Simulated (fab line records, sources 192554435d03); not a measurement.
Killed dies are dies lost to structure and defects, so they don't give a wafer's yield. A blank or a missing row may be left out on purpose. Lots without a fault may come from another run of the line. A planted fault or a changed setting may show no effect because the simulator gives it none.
Chamber matching | flow n5_finfet | N5_BEOL_M0_SAQP_MANDREL1_REMOVE_100 on rie_si-05: 4 sister chambers
The step chemistry HBr/Cl2/O2, target a-Si, stops on SiNx, bt time 10 s. 4 wafers are shown with their chamber, then 7 later ones without.

WAFERS WITH THEIR CHAMBER
wafer  | chamber | drypump_motor_current_A (A)
L087.2 | 0       | 6.1
L087.3 | 2       | 6.3
L089.2 | 3       | 5.7
L089.4 | 1       | 5.7

WAFERS WITHOUT THEIR CHAMBER
wafer  | drypump_motor_current_A (A)
L089.6 | 5.7
L090.2 | 5.7
L090.4 | 5.7
L090.5 | 6.1
L092.1 | 5.7
L092.4 | 5.8
L092.6 | 6.1

WHICH CHAMBER EACH WENT THROUGH
wafer  | from the rows above     | in truth
L089.6 | can't be placed: 1 or 3 | 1
L090.2 | can't be placed: 1 or 3 | 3
L090.4 | can't be placed: 1 or 3 | 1
L090.5 | 0                       | 0
L092.1 | can't be placed: 1 or 3 | 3
L092.4 | can't be placed: 1 or 3 | 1
L092.6 | 0                       | 0
Placed correctly: 2 of 7. Can't be placed from these rows: 5 (the true chamber is among the candidates in 5). Placed wrongly: 0.
How it was worked out, from the rows above alone: a wafer's distance from a chamber is the root of the sum, over the readings, of the square of ((its reading less the chamber's mean) divided by the reading's scatter). The wafer belongs to the nearest chamber; if the next one is less than 2 further off, it can't be placed. A chamber's mean is the mean of its shown wafers. The scatter: with one shown wafer a chamber, the root of the mean of the squares of how far each hidden wafer lies from its nearest shown one.
